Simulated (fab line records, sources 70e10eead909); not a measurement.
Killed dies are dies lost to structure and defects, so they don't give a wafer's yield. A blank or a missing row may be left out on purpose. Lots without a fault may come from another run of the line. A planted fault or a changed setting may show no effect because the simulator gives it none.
fab line records | flow nand_harc
record lots=11 wafers=33 last_day=35
route steps=1302 shown A_BLC@1122 A_M0@1145 END@1302
lots that met no fault: from a run of the same line without faults
start_h: hours from the record's first day to the start of the lot's first wafer shown | wait_h: hours since the lot's step before | " the same as in the row above | L1.1+2: a row that stands for several wafers | - no value, or no start given | * or withheld: withheld | < > ~ a bound
route shown NAME@n: a module of which the file shows steps, and the number in the route of the first | usual: mean/standard deviation of fault-free wafers | same: alike in all rows | chamber/n: place in a boat | sites: the reading at each site | _std_site: their standard deviation | _edge_site: outer sites' mean less inner sites' | radius_mm: how far each site lies from the wafer's centre | mask NAME#n: copy n | behind: the tool/chamber that last shaped the wafer | hold: why the lot was held/for how many hours/how that ended | device: the transistor (n, p or np) that didn't switch | end of line: the same wafers' tests at the end of the route | a step without rows: its recipe alone | killed: dies lost to structure and defects at the first sort, not the wafer's yield | map: a wafer's dies, x killed, . not, _ none there
set.NAME: the setting as run; set.NAME@STEP: as run at that earlier step | model.NAME: the simulator's own value behind a step, which no gauge read
steps of the route over a sample of lots; a table a step, a row a wafer
services: from which hour (start_h, from the record's first day; less than 0 if before it) a tool's chamber was out of use, for how many hours, and why
## steps
# step NHARC_A_BLC_ETCH_17
# recipe target_depth_a=3900 over_etch_frac=0.25 time_s=609.38 ion_energy_ev=200 n2_flow_sccm=150 h2_flow_sccm=150 ar_flow_sccm=0 rf_w=400 bias_w=150 chemistry=N2/H2
# usual chamber_pressure_mTorr=30.001/0.027 drypump_motor_current_A=5.9/0.47 oes_product_au=1.001/0.009 rf_vpp_V=428.2/1.7 showerhead_plenum_p_Torr=1.96/0.048 throttle_valve_pct=14.171/0.0099
# columns lot.wafer tool chamber start_h wait_h chamber_pressure_mTorr drypump_motor_current_A oes_product_au rf_hours_counter_h rf_vpp_V showerhead_plenum_p_Torr throttle_valve_pct
L486.3 rie_diel-07 2 - - 30.024 5.3 1.007 4 428.1 1.94 14.171
L486.4 " 3 " " 29.999 6.4 1.018 3 428.4 1.98 14.162
L486.6 " 1 " " 30.019 5.9 1.008 - 428.3 1.97 14.170
L488.1 rie_diel-07 0 - - 29.993 6.0 1.008 4 430.7 2.06 14.188
L488.3 " 2 " " 29.973 5.3 1.002 5 427.1 1.94 14.178
L488.2 " 3 " " 29.983 6.4 1.020 4 430.8 1.98 14.159
L493.2 rie_diel-07 0 - - 30.031 6.0 1.020 10 430.8 2.06 14.186
L493.1 " 1 " " 29.986 5.9 1.008 11 427.6 1.97 14.177
L493.6 " 3 " " 29.994 6.4 1.007 - 429.1 1.97 14.177
L494.2 rie_diel-01 3 - - 29.997 6.3 1.012 19 428.7 1.99 14.174
L494.5 " 3 " " 30.009 6.3 1.010 - 429.9 1.99 14.175
L494.6 " 0 " " 30.030 6.7 0.990 - 426.3 1.89 14.182
L496.3 rie_diel-13 3 - - 29.992 6.2 1.003 8 426.8 1.90 14.161
L496.5 " 2 " " 30.007 5.1 1.001 - 426.4 1.93 14.162
L496.6 " 0 " " 30.021 5.5 1.004 - 429.7 1.97 14.176
L499.4 rie_diel-13 3 - - 29.971 6.2 1.008 10 425.2 1.90 14.187
L499.1 " 1 " " 29.995 5.4 0.999 8 427.6 1.91 14.162
L499.2 " 2 " " 29.985 5.0 0.998 9 425.7 1.92 14.167
L505.4 rie_diel-13 3 - - 29.967 6.2 1.011 0 427.1 1.90 14.164
L505.2 " 1 " " 30.032 5.3 0.999 0 426.0 1.91 14.170
L505.5 " 3 " " 30.018 6.3 1.005 - 425.8 1.90 14.178
L503.3 rie_diel-07 0 - - 30.014 6.0 1.005 3 430.5 2.06 14.182
L503.1 " 1 " " 29.979 6.0 0.999 2 428.3 1.96 14.176
L503.5 " 1 " " 30.078 6.0 0.996 - 428.1 1.96 14.180
L504.3 rie_diel-07 0 - - 30.008 6.0 0.994 4 431.5 2.06 14.182
L504.5 " 1 " " 29.964 5.9 0.987 - 429.4 1.96 14.169
L504.6 " 0 " " 29.977 6.0 0.995 - 430.2 2.06 14.170
L506.3 rie_diel-07 3 - - 29.974 6.4 0.985 7 428.6 1.97 14.157
L506.6 " 1 " " 29.998 6.0 0.993 - 427.7 1.96 14.190
L506.5 " 2 " " 29.963 5.4 1.014 - 427.7 1.93 14.172
L508.3 rie_diel-13 3 - - 29.977 6.2 1.001 2 425.8 1.90 14.183
L508.2 " 0 " " 30.016 5.5 0.998 3 427.3 1.96 14.175
L508.4 " 1 " " 30.000 5.4 0.983 3 426.5 1.91 14.196
# step NHARC_A_M0_PEB_07
# recipe peb_temp_c=100 peb_time_s=65
# usual heater_power_total_W=156.6/0.42 plate_temp_C=100.00/0.12 resist_line_temp_C=23.00/0.11
# same peb_time_s=65
# columns lot.wafer tool chamber start_h wait_h heater_power_total_W plate_temp_C resist_line_temp_C
L486.3 litho_track-01 0 539.64 0.0 156.7 100.12 23.06
L486.4 " 0 " " 156.0 100.06 23.03
L486.6 " 0 " " 156.6 99.99 23.04
L488.1 litho_track-01 0 542.53 0.1 156.0 100.09 23.06
L488.2 " 0 " " 156.0 99.90 23.05
L488.3 " 0 " " 157.0 100.06 23.07
L493.1 litho_track-04 0 615.56 0.1 175.0 108.23 23.00
L493.2 " 0 " " 175.2 108.08 22.97
L493.6 " 0 " " 174.5 108.21 22.96
L494.2 litho_track-04 0 617.62 0.1 174.0 108.40 23.02
L494.5 " 0 " " 175.1 108.41 23.03
L494.6 " 0 " " 175.1 108.35 23.26
L496.3 litho_track-04 0 620.63 0.0 174.7 108.22 22.90
L496.5 " 0 " " 174.7 108.44 22.86
L496.6 " 0 " " 174.4 108.28 22.89
L499.1 litho_track-01 0 665.50 0.1 157.2 99.86 22.93
L499.2 " 0 " " 156.2 99.88 22.99
L499.4 " 0 " " 157.2 99.80 23.07
L505.2 litho_track-01 0 709.08 0.1 157.1 100.11 23.08
L505.4 " 0 " " 157.1 100.14 23.00
L505.5 " 0 " " 156.8 100.04 22.89
L503.1 litho_track-01 0 711.59 0.1 156.3 99.85 23.00
L503.3 " 0 " " 156.7 100.17 22.87
L503.5 " 0 " " 156.0 100.17 23.07
L504.3 litho_track-01 0 715.85 0.0 157.0 100.10 23.18
L504.5 " 0 " " 157.0 100.18 23.16
L504.6 " 0 " " 156.5 100.10 23.08
L506.3 litho_track-04 0 756.44 0.0 156.9 100.09 22.84
L506.5 " 0 " " 156.1 99.88 23.05
L506.6 " 0 " " 157.2 99.91 22.97
L508.2 litho_track-04 0 760.14 0.1 157.1 99.77 22.94
L508.3 " 0 " " 156.0 100.03 22.98
L508.4 " 0 " " 156.0 99.98 23.05
# step NHARC_A_M0_CD_MEAS_09
# recipe target_cd_nm=80 landing_energy_ev=500
# usual cd_nm=80.2/0.54
# columns lot.wafer tool chamber start_h wait_h cd_nm
L486.3 cd_sem-01 0 539.73 - 80.4
L486.4 " 0 " " 79.6
L486.6 " 0 " " 79.8
L488.1 cd_sem-03 0 542.61 - 81.0
L488.2 " 0 " " 79.6
L488.3 " 0 " " 79.3
L493.1 cd_sem-01 0 615.64 - 106.8
L493.2 " 0 " " 107.1
L493.6 " 0 " " 106.8
L494.2 cd_sem-03 0 617.70 - 101.6
L494.5 " 0 " " 101.3
L494.6 " 0 " " 101.8
L496.3 cd_sem-01 0 620.71 - 107.9
L496.5 " 0 " " 107.1
L496.6 " 0 " " 107.8
L499.1 cd_sem-02 0 665.58 - 80.0
L499.2 " 0 " " 80.0
L499.4 " 0 " " 79.9
L505.2 cd_sem-03 0 709.17 - 80.9
L505.4 " 0 " " 79.2
L505.5 " 0 " " 79.7
L503.1 cd_sem-01 0 711.67 - 79.1
L503.3 " 0 " " 80.3
L503.5 " 0 " " 80.8
L504.3 cd_sem-03 0 715.93 - 78.8
L504.5 " 0 " " 80.2
L504.6 " 0 " " 79.6
L506.3 cd_sem-01 0 756.52 - 79.9
L506.5 " 0 " " 80.9
L506.6 " 0 " " 80.2
L508.2 cd_sem-02 0 760.22 - 79.8
L508.3 " 0 " " 80.6
L508.4 " 0 " " 79.8
# step NHARC_A_M0_ETCH_34
# recipe target_depth_a=400 overetch_a=120 time_s=43.94 ion_energy_ev=200 n2_flow_sccm=150 h2_flow_sccm=150 ar_flow_sccm=0 rf_w=400 bias_w=150 chemistry=N2/H2
# usual chamber_pressure_mTorr=30.000/0.028 drypump_motor_current_A=5.5/0.3 oes_product_au=0.996/0.012 rf_vpp_V=432.4/2.3 showerhead_plenum_p_Torr=2.10/0.079 throttle_valve_pct=14.173/0.0085
# columns lot.wafer tool chamber start_h wait_h chamber_pressure_mTorr drypump_motor_current_A oes_product_au rf_hours_counter_h rf_vpp_V showerhead_plenum_p_Torr throttle_valve_pct
L486.4 rie_diel-02 1 539.99 0.1 30.026 5.2 1.014 6.9 431.9 2.13 14.174
L486.3 " 2 " " 30.015 5.7 0.999 6.4 434.2 2.16 14.173
L486.6 " 1 " " 30.031 5.2 1.003 - 433.9 2.13 14.192
L488.2 rie_diel-03 3 542.88 0.1 29.977 5.8 1.010 3.5 426.2 1.89 14.174
L488.1 " 1 " " 29.967 6.1 0.993 3.4 433.7 2.12 14.183
L488.3 " 2 " " 30.014 5.6 1.005 4.1 429.4 1.97 14.154
L493.2 rie_diel-06 0 615.91 0.1 29.945 5.3 1.013 7.0 434.1 2.11 14.178
L493.1 " 2 " " 29.990 5.9 0.998 7.2 429.1 2.01 14.173
L493.6 " 1 " " 29.972 5.5 0.998 - 433.4 2.13 14.165
L494.2 rie_diel-06 1 617.99 0.1 30.052 5.6 1.008 6.6 433.3 2.13 14.168
L494.6 " 2 " " 30.004 5.9 1.008 - 431.0 2.01 14.173
L494.5 " 3 " " 30.002 5.3 0.987 - 431.5 2.10 14.184
L496.3 rie_diel-02 0 620.98 0.1 30.013 5.1 0.975 2.2 433.2 2.14 14.166
L496.5 " 0 " " 30.013 5.1 0.987 - 433.7 2.14 14.164
L496.6 " 1 " " 30.020 5.2 0.984 - 432.8 2.13 14.182
L499.2 rie_diel-02 0 665.85 0.1 29.998 5.1 0.988 5.9 433.7 2.14 14.164
L499.4 " 1 " " 29.965 5.2 0.983 5.6 434.3 2.13 14.161
L499.1 " 3 " " 29.996 5.8 1.010 6.0 434.0 2.20 14.174
L505.2 rie_diel-06 3 709.43 0.1 30.048 5.3 0.974 2.2 432.9 2.10 14.168
L505.4 " 0 " " 30.026 5.3 1.008 2.5 432.3 2.11 14.168
L505.5 " 0 " " 29.967 5.2 1.004 - 431.6 2.11 14.182
L503.1 rie_diel-02 3 711.94 0.1 30.006 5.8 0.992 8.4 433.8 2.20 14.185
L503.3 " 2 " " 29.948 5.7 1.003 6.2 433.9 2.16 14.168
L503.5 " 3 " " 29.952 5.8 0.982 - 434.1 2.20 14.172
L504.3 rie_diel-03 1 716.20 0.1 30.002 6.2 1.002 4.7 431.9 2.12 14.174
L504.5 " 1 " " 29.958 6.1 0.999 - 433.5 2.12 14.174
L504.6 " 2 " " 29.998 5.6 1.010 - 428.8 1.96 14.160
L506.3 rie_diel-06 2 756.80 0.1 29.978 5.9 0.988 5.7 430.3 2.01 14.186
L506.6 " 0 " " 29.990 5.2 1.012 - 432.0 2.11 14.165
L506.5 " 1 " " 29.978 5.5 0.984 - 432.3 2.13 14.170
L508.3 rie_diel-02 3 760.49 0.1 29.966 5.8 1.008 0.5 434.5 2.20 14.182
L508.2 " 0 " " 29.978 5.1 0.991 0.5 433.8 2.14 14.168
L508.4 " 2 " " 30.054 5.7 1.002 0.3 434.5 2.16 14.164
# step NHARC_A_M0_ETCH_15
# recipe target_depth_a=1500 overetch_a=150 time_s=82.5 c4f8_flow_sccm=withheld ar_flow_sccm=400 rf_w=600 bias_w=300 chemistry=C4F8/Ar
# usual chamber_pressure_mTorr=24.998/0.029 oes_product_au=0.943/0.022 rf_vpp_V=442.6/2.3
# columns lot.wafer tool chamber start_h wait_h chamber_pressure_mTorr oes_product_au rf_hours_counter_h rf_vpp_V
L486.3 rie_diel-02 0 - - 25.019 0.956 7.2 442.9
L486.4 " 1 " " 25.015 0.965 7.0 442.6
L486.6 " 3 " " 24.974 0.985 - 445.3
L488.2 rie_diel-03 0 - - 24.996 0.951 2.9 436.5
L488.3 " 1 " " 24.951 0.944 3.4 442.2
L488.1 " 2 " " 25.006 0.963 4.1 437.3
L493.2 rie_diel-06 3 - - 25.009 0.921 7.7 444.5
L493.1 " 0 " " 24.973 0.940 7.1 442.6
L493.6 " 1 " " 24.966 0.927 - 446.2
L494.2 rie_diel-06 1 - - 25.029 0.976 6.6 443.8
L494.6 " 2 " " 25.034 0.963 - 440.2
L494.5 " 3 " " 25.027 0.945 - 444.0
L496.3 rie_diel-02 0 - - 24.930 0.948 2.2 443.2
L496.6 " 0 " " 24.997 0.960 - 444.2
L496.5 " 1 " " 24.975 0.947 - 443.5
L499.4 rie_diel-02 1 - - 24.979 0.951 5.6 443.8
L499.2 " 2 " " 25.032 0.954 4.0 443.5
L499.1 " 3 " " 24.959 0.964 6.0 446.4
L505.2 rie_diel-06 3 - - 25.020 0.963 2.2 443.1
L505.4 " 0 " " 25.041 0.951 2.5 442.5
L505.5 " 2 " " 24.987 0.981 - 439.6
L503.1 rie_diel-02 0 - - 24.966 0.912 8.6 443.0
L503.3 " 1 " " 24.976 0.934 8.1 442.9
L503.5 " 1 " " 24.989 0.932 - 442.8
L504.3 rie_diel-03 0 - - 24.998 0.927 4.0 437.6
L504.6 " 1 " " 25.028 0.923 - 443.6
L504.5 " 2 " " 25.001 0.941 - 438.1
L506.3 rie_diel-06 1 - - 25.030 0.919 5.7 442.5
L506.5 " 3 " " 24.997 0.913 - 441.4
L506.6 " 0 " " 25.037 0.939 - 442.6
L508.2 rie_diel-02 1 - - 24.999 0.953 0.3 442.8
L508.3 " 3 " " 25.007 0.982 0.5 445.2
L508.4 " 0 " " 25.025 0.964 0.5 443.3
# step NHARC_END_SORT_01
# recipe temp_c=25
# usual defect_limited_yield=90/3.4 killed_at_array=62/22 killed_at_other=1.0/1.4 killed_at_periphery=4.2/2.8 killed_dies=67/23 killed_open=3.1/1.7 killed_short=2.1/1.5
# same gross_dies=677
# columns lot.wafer tool chamber start_h wait_h defect_limited_yield[%] killed_at_array killed_at_other killed_at_periphery killed_dies killed_open killed_short
L488.1 prober-01 0 580.08 2.5 92 47 2 6 55 5 3
L488.2 prober-01 0 580.88 2.8 93 45 2 2 49 2 2
L488.3 prober-01 0 581.68 3.1 91 53 3 4 60 5 1
L486.3 prober-02 0 589.44 3.1 88 74 2 5 81 2 0
L486.4 prober-02 0 590.24 3.4 87 84 0 5 89 6 6
L486.6 prober-02 0 591.83 4.0 89 72 1 3 76 4 3
L493.1 prober-02 0 653.89 2.5 85 99 0 4 103 6 5
L493.2 prober-02 0 654.69 2.8 85 102 0 2 104 1 3
L493.6 prober-02 0 657.88 4.0 84 105 3 2 110 3 1
L494.2 prober-01 0 654.69 2.8 94 35 2 1 38 0 0
L494.5 prober-01 0 657.10 3.7 94 38 3 3 44 0 1
L494.6 prober-01 0 657.91 4.0 93 42 4 1 47 2 1
L496.3 prober-01 0 663.35 3.1 89 76 0 0 76 1 5
L496.5 prober-01 0 664.96 3.7 88 81 0 0 81 3 5
L496.6 prober-01 0 665.77 4.0 88 80 2 0 82 3 3
L499.1 prober-01 0 706.43 2.5 91 61 0 1 62 0 1
L499.2 prober-01 0 707.23 2.8 92 53 0 4 57 4 2
L499.4 prober-01 0 708.83 3.4 92 49 0 3 52 1 3
L503.1 prober-01 0 748.60 2.5 81 119 0 9 128 3 2
L503.3 prober-01 0 750.19 3.1 86 85 0 7 92 0 1
L503.5 prober-01 0 751.77 3.7 85 94 0 9 103 2 2
L505.2 prober-02 0 749.44 2.8 90 63 3 4 70 3 2
L505.4 prober-02 0 751.02 3.4 88 75 3 6 84 4 1
L505.5 prober-02 0 751.82 3.7 89 67 2 4 73 3 3
L504.3 prober-02 0 775.51 3.1 89 68 1 3 72 3 2
L504.5 prober-02 0 777.08 3.6 90 58 5 7 70 4 4
L504.6 prober-02 0 777.87 3.9 89 66 8 3 77 5 5
L508.2 prober-02 0 824.85 2.8 84 107 0 2 109 5 2
L508.3 prober-02 0 825.65 3.1 88 77 0 2 79 5 1
L508.4 prober-02 0 826.45 3.4 90 68 1 0 69 3 2
L506.3 prober-01 0 825.72 3.1 94 32 1 5 38 4 3
L506.5 prober-01 0 827.34 3.8 93 40 0 5 45 1 0
L506.6 prober-01 0 828.16 4.1 92 49 0 4 53 7 1
# killed by level:class
L488.1 A_SLIT:chamber_film_flake=19 A_CHANNEL_HOLE_D2:chamber_film_flake=12 A_CONTACT:chamber_film_flake=5 P_M0:chamber_film_flake=4 A_CHANNEL_FILL_D2:geometric_particle:open=2 A_STAIRCASE:chamber_film_flake=2 THIN_TSV:chamber_film_flake=2 P_M0:geometric_particle:short=1
L488.2 A_SLIT:chamber_film_flake=23 A_CHANNEL_HOLE_D2:chamber_film_flake=8 A_CONTACT:chamber_film_flake=6 A_STAIRCASE:chamber_film_flake=3 A_CHANNEL_HOLE_D1:chamber_film_flake=2 P_STI:geometric_particle:short=1 A_ONON_D2:geometric_particle:open=1 A_CHANNEL_FILL_D2:geometric_particle:open=1
L488.3 A_SLIT:chamber_film_flake=21 A_CONTACT:chamber_film_flake=10 A_CHANNEL_HOLE_D2:chamber_film_flake=9 A_CHANNEL_HOLE_D1:chamber_film_flake=3 P_GATE:chamber_film_flake=2 P_M0:chamber_film_flake=2 A_CHANNEL_FILL_D1:chamber_film_flake=2 A_STAIRCASE:chamber_film_flake=2
L486.3 A_CHANNEL_HOLE_D1:chamber_film_flake=28 A_SLIT:chamber_film_flake=27 A_CHANNEL_HOLE_D2:chamber_film_flake=8 A_STAIRCASE:chamber_film_flake=5 A_CONTACT:chamber_film_flake=4 P_STI:chamber_film_flake=3 THIN_TSV:chamber_film_flake=2 P_M0:geometric_particle:open=1
L486.4 A_CHANNEL_HOLE_D1:chamber_film_flake=34 A_SLIT:chamber_film_flake=26 A_CHANNEL_HOLE_D2:chamber_film_flake=11 A_STAIRCASE:chamber_film_flake=2 A_CONTACT:chamber_film_flake=2 P_GATE:geometric_particle:short=1 P_M0:geometric_particle:short=1 P_M1:geometric_particle:open=1
L486.6 A_CHANNEL_HOLE_D1:chamber_film_flake=27 A_SLIT:chamber_film_flake=21 A_CHANNEL_HOLE_D2:chamber_film_flake=7 A_CONTACT:chamber_film_flake=5 A_STAIRCASE:chamber_film_flake=4 A_ONON_D1:geometric_particle:short=2 A_WL_FILL:chamber_film_flake=2 P_CONTACT:geometric_particle:open=1
L493.1 A_CHANNEL_HOLE_D1:chamber_film_flake=32 A_SLIT:chamber_film_flake=28 A_M0:area_peb=19 A_CHANNEL_HOLE_D2:chamber_film_flake=6 A_CONTACT:chamber_film_flake=3 A_WL_FILL:geometric_particle:open=2 P_GATE:geometric_particle:open=1 P_CONTACT:geometric_particle:open=1
L494.2 A_CHANNEL_HOLE_D2:chamber_film_flake=20 A_CHANNEL_HOLE_D1:chamber_film_flake=5 A_SGD_CUT:chamber_film_flake=4 A_SLIT:chamber_film_flake=2 A_WL_FILL:chamber_film_flake=2 THIN_TSV:chamber_film_flake=2 P_STI:chamber_film_flake=1 A_CHANNEL_FILL_D1:chamber_film_flake=1
L493.2 A_CHANNEL_HOLE_D1:chamber_film_flake=33 A_SLIT:chamber_film_flake=23 A_M0:area_peb=22 A_CHANNEL_HOLE_D2:chamber_film_flake=12 A_CONTACT:chamber_film_flake=3 P_ZERO_WELL:chamber_film_flake=2 A_WL_FILL:chamber_film_flake=2 A_CHANNEL_FILL_D1:geometric_particle:short=1
L494.5 A_CHANNEL_HOLE_D2:chamber_film_flake=17 A_SGD_CUT:chamber_film_flake=11 A_CONTACT:chamber_film_flake=5 A_CHANNEL_HOLE_D1:chamber_film_flake=4 THIN_TSV:chamber_film_flake=3 P_M0:geometric_particle:short=1 P_ZERO_WELL:chamber_film_flake=1 P_STI:chamber_film_flake=1
L493.6 A_SLIT:chamber_film_flake=32 A_CHANNEL_HOLE_D1:chamber_film_flake=31 A_M0:area_peb=24 A_CHANNEL_HOLE_D2:chamber_film_flake=12 A_CONTACT:chamber_film_flake=3 THIN_TSV:chamber_film_flake=2 P_CONTACT:geometric_particle:open=1 A_DECK1_JOINT:geometric_particle:open=1
L494.6 A_CHANNEL_HOLE_D2:chamber_film_flake=23 A_CONTACT:chamber_film_flake=5 A_CHANNEL_HOLE_D1:chamber_film_flake=4 A_SGD_CUT:chamber_film_flake=4 THIN_TSV:chamber_film_flake=4 A_SLIT:chamber_film_flake=2 P_CONTACT:geometric_particle:open=1 A_DECK1_JOINT:geometric_particle:short=1
L496.3 A_SLIT:chamber_film_flake=30 A_M0:area_peb=22 A_CHANNEL_HOLE_D1:chamber_film_flake=8 A_CONTACT:chamber_film_flake=3 A_ONON_D2:geometric_particle:short=2 A_WL_FILL:geometric_particle:short=2 A_SGD_CUT:chamber_film_flake=2 A_CHANNEL_FILL_D1:geometric_particle:open=1
L496.5 A_SLIT:chamber_film_flake=31 A_M0:area_peb=26 A_CHANNEL_HOLE_D1:chamber_film_flake=8 A_DECK1_JOINT:geometric_particle:short=2 A_STAIRCASE:chamber_film_flake=2 A_CONTACT:chamber_film_flake=2 A_ONON_D1:geometric_particle:open=1 A_ONON_D1:geometric_particle:short=1
L496.6 A_SLIT:chamber_film_flake=35 A_M0:area_peb=25 A_CHANNEL_HOLE_D1:chamber_film_flake=6 A_WL_FILL:geometric_particle:short=3 A_CONTACT:chamber_film_flake=3 THIN_TSV:chamber_film_flake=2 A_STAIRCASE:geometric_particle:open=1 A_WL_FILL:geometric_particle:open=1
L499.1 A_CHANNEL_HOLE_D2:chamber_film_flake=37 A_CHANNEL_HOLE_D1:chamber_film_flake=14 A_SLIT:chamber_film_flake=3 A_STAIRCASE:chamber_film_flake=2 A_CONTACT:chamber_film_flake=2 A_WL_FILL:geometric_particle:short=1 P_GATE:chamber_film_flake=1 A_WL_FILL:chamber_film_flake=1
L499.2 A_CHANNEL_HOLE_D2:chamber_film_flake=27 A_CHANNEL_HOLE_D1:chamber_film_flake=12 A_CONTACT:chamber_film_flake=5 A_SLIT:chamber_film_flake=4 P_CONTACT:geometric_particle:open=2 P_STI:geometric_particle:open=1 A_ONON_D2:geometric_particle:short=1 A_CHANNEL_FILL_D2:geometric_particle:short=1
L499.4 A_CHANNEL_HOLE_D2:chamber_film_flake=29 A_CHANNEL_HOLE_D1:chamber_film_flake=11 A_CONTACT:chamber_film_flake=4 P_CONTACT:geometric_particle:short=2 A_WL_FILL:chamber_film_flake=2 A_ONON_D1:geometric_particle:short=1 A_WL_FILL:geometric_particle:open=1 P_STI:chamber_film_flake=1
L503.1 A_SLIT:chamber_film_flake=37 A_CHANNEL_HOLE_D1:chamber_film_flake=30 A_CHANNEL_HOLE_D2:chamber_film_flake=26 A_STAIRCASE:chamber_film_flake=10 A_CONTACT:chamber_film_flake=6 P_STI:chamber_film_flake=5 A_WL_FILL:chamber_film_flake=5 P_M2:chamber_film_flake=2
L505.2 A_CHANNEL_HOLE_D2:chamber_film_flake=25 A_CONTACT:chamber_film_flake=10 A_CHANNEL_HOLE_D1:chamber_film_flake=8 A_BLC:chamber_film_flake=6 A_SLIT:chamber_film_flake=4 A_STAIRCASE:chamber_film_flake=3 THIN_TSV:chamber_film_flake=3 A_CHANNEL_FILL_D2:geometric_particle:short=2
L503.3 A_CHANNEL_HOLE_D1:chamber_film_flake=26 A_SLIT:chamber_film_flake=26 A_CHANNEL_HOLE_D2:chamber_film_flake=13 A_CONTACT:chamber_film_flake=10 A_STAIRCASE:chamber_film_flake=8 P_STI:chamber_film_flake=4 A_CONTACT:geometric_particle:short=1 P_ZERO_WELL:chamber_film_flake=1
L505.4 A_CHANNEL_HOLE_D2:chamber_film_flake=32 A_CHANNEL_HOLE_D1:chamber_film_flake=17 A_SLIT:chamber_film_flake=6 A_BLC:chamber_film_flake=6 P_GATE:chamber_film_flake=4 A_STAIRCASE:chamber_film_flake=3 A_CONTACT:chamber_film_flake=3 THIN_TSV:chamber_film_flake=3
L503.5 A_CHANNEL_HOLE_D1:chamber_film_flake=33 A_SLIT:chamber_film_flake=26 A_CHANNEL_HOLE_D2:chamber_film_flake=22 A_CONTACT:chamber_film_flake=5 P_M2:chamber_film_flake=4 A_STAIRCASE:chamber_film_flake=4 P_STI:chamber_film_flake=2 P_STI:geometric_particle:short=1
L505.5 A_CHANNEL_HOLE_D2:chamber_film_flake=32 A_CHANNEL_HOLE_D1:chamber_film_flake=10 A_SLIT:chamber_film_flake=6 A_CONTACT:chamber_film_flake=4 A_BLC:chamber_film_flake=3 A_STAIRCASE:chamber_film_flake=3 A_WL_FILL:chamber_film_flake=3 P_GATE:chamber_film_flake=2
L504.3 A_CHANNEL_HOLE_D2:chamber_film_flake=29 A_CHANNEL_HOLE_D1:chamber_film_flake=18 A_SLIT:chamber_film_flake=5 A_STAIRCASE:chamber_film_flake=3 P_ZERO_WELL:chamber_film_flake=2 A_ZERO_WELL:chamber_film_flake=2 A_CHANNEL_FILL_D1:chamber_film_flake=2 A_CHANNEL_FILL_D2:chamber_film_flake=2
L504.5 A_CHANNEL_HOLE_D2:chamber_film_flake=27 A_CHANNEL_HOLE_D1:chamber_film_flake=12 A_SLIT:chamber_film_flake=6 THIN_TSV:chamber_film_flake=5 A_ONON_D2:geometric_particle:open=2 P_ZERO_WELL:chamber_film_flake=2 A_ZERO_WELL:chamber_film_flake=2 A_CHANNEL_FILL_D2:chamber_film_flake=2
L504.6 A_CHANNEL_HOLE_D2:chamber_film_flake=28 A_CHANNEL_HOLE_D1:chamber_film_flake=15 THIN_TSV:chamber_film_flake=8 A_ZERO_WELL:chamber_film_flake=3 A_STAIRCASE:chamber_film_flake=3 A_SLIT:chamber_film_flake=3 A_CONTACT:chamber_film_flake=3 A_SOURCE_PLATE:geometric_particle:open=1
L508.2 A_CHANNEL_HOLE_D2:chamber_film_flake=40 A_SLIT:chamber_film_flake=27 A_CHANNEL_HOLE_D1:chamber_film_flake=17 A_CONTACT:chamber_film_flake=7 A_STAIRCASE:chamber_film_flake=3 A_M0:chamber_film_flake=3 A_M0:geometric_particle:open=2 A_WL_FILL:chamber_film_flake=2
L508.3 A_CHANNEL_HOLE_D2:chamber_film_flake=28 A_SLIT:chamber_film_flake=23 A_CHANNEL_HOLE_D1:chamber_film_flake=9 A_CONTACT:chamber_film_flake=5 A_STAIRCASE:chamber_film_flake=4 P_GATE:chamber_film_flake=2 A_ONON_D1:geometric_particle:open=1 A_ONON_D2:geometric_particle:open=1
L506.3 A_CHANNEL_HOLE_D1:chamber_film_flake=15 A_CONTACT:chamber_film_flake=6 A_SLIT:chamber_film_flake=5 P_M0:chamber_film_flake=2 P_M0:geometric_particle:short=1 P_M0:geometric_particle:open=1 A_CHANNEL_HOLE_D1:geometric_particle:open=1 A_ONON_D2:geometric_particle:open=1
L508.4 A_SLIT:chamber_film_flake=18 A_CHANNEL_HOLE_D2:chamber_film_flake=16 A_CHANNEL_HOLE_D1:chamber_film_flake=15 A_CONTACT:chamber_film_flake=7 A_CHANNEL_FILL_D2:chamber_film_flake=3 A_STAIRCASE:chamber_film_flake=3 A_WL_FILL:geometric_particle:open=2 A_ONON_D1:geometric_particle:open=1
L506.5 A_CHANNEL_HOLE_D1:chamber_film_flake=23 A_SLIT:chamber_film_flake=7 A_CONTACT:chamber_film_flake=4 P_GATE:chamber_film_flake=2 P_M0:chamber_film_flake=2 A_CHANNEL_FILL_D2:chamber_film_flake=2 A_CHANNEL_HOLE_D1:geometric_particle:open=1 P_ZERO_WELL:chamber_film_flake=1
L506.6 A_CHANNEL_HOLE_D1:chamber_film_flake=21 A_SLIT:chamber_film_flake=10 A_STAIRCASE:chamber_film_flake=3 A_CONTACT:chamber_film_flake=3 A_ONON_D1:geometric_particle:open=2 P_M0:chamber_film_flake=2 A_M0:chamber_film_flake=2 A_SOURCE_PLATE:geometric_particle:open=1
## services
# columns tool chamber start_h hours kind
rie_diel-13 - 519.00 9.0 pm
rie_diel-02 1 541.87 8.5 repair
rie_diel-13 0 547.53 12.4 repair
rie_diel-02 3 548.17 3.1 repair
rie_diel-02 - 548.86 0.5 repair
rie_diel-13 2 549.59 6.3 repair
litho_track-04 - 553.00 7.0 pm
rie_diel-02 - 570.76 9.0 pm
rie_diel-03 1 593.15 6.6 repair
rie_diel-03 1 605.08 8.9 repair
rie_diel-13 1 610.55 9.0 repair
rie_diel-06 2 622.91 1.4 repair
rie_diel-02 1 623.55 5.7 repair
rie_diel-02 2 642.31 16.2 repair
rie_diel-07 1 643.41 9.1 repair
rie_diel-07 - 648.61 9.0 pm
rie_diel-06 - 661.21 9.0 pm
rie_diel-06 - 679.86 0.3 repair
litho_track-01 - 680.00 7.0 pm
rie_diel-07 2 704.98 16.2 repair
rie_diel-02 - 727.16 1.3 repair
rie_diel-07 1 727.68 1.5 repair
litho_track-04 - 728.00 7.0 pm
rie_diel-02 - 747.76 9.0 pm
## key
first_sign step=NHARC_A_M0_PEB_07 reading=plate_temp_C direction=up sigmas=66 usual=* struck=*
effect step=NHARC_A_M0_PEB_07 reading=heater_power_total_W direction=up sigmas=43 usual=* struck=*
effect step=NHARC_A_M0_CD_MEAS_09 reading=cd_nm direction=up sigmas=47 usual=80.2 struck=105.4 through=control_loop
met_at NHARC_A_M0_PEB_07
struck_lots L493,L494,L496
loop_trim step=NHARC_A_M0_EXPOSE_06 setting=dose lots=L494
not_acting_at NHARC_A_BLC_ETCH_17,NHARC_A_M0_ETCH_34,NHARC_A_M0_ETCH_15
fault kind=process_parameter_drift tool=litho_track-04 chamber=- onset_h=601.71 steps=NHARC_A_M0_PEB_07 channel=peb_temp_c offset=* shape=step end_h=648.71 acts_in=* stated=*
# loop_trim: a control loop set the setting to another value than it would have without faults
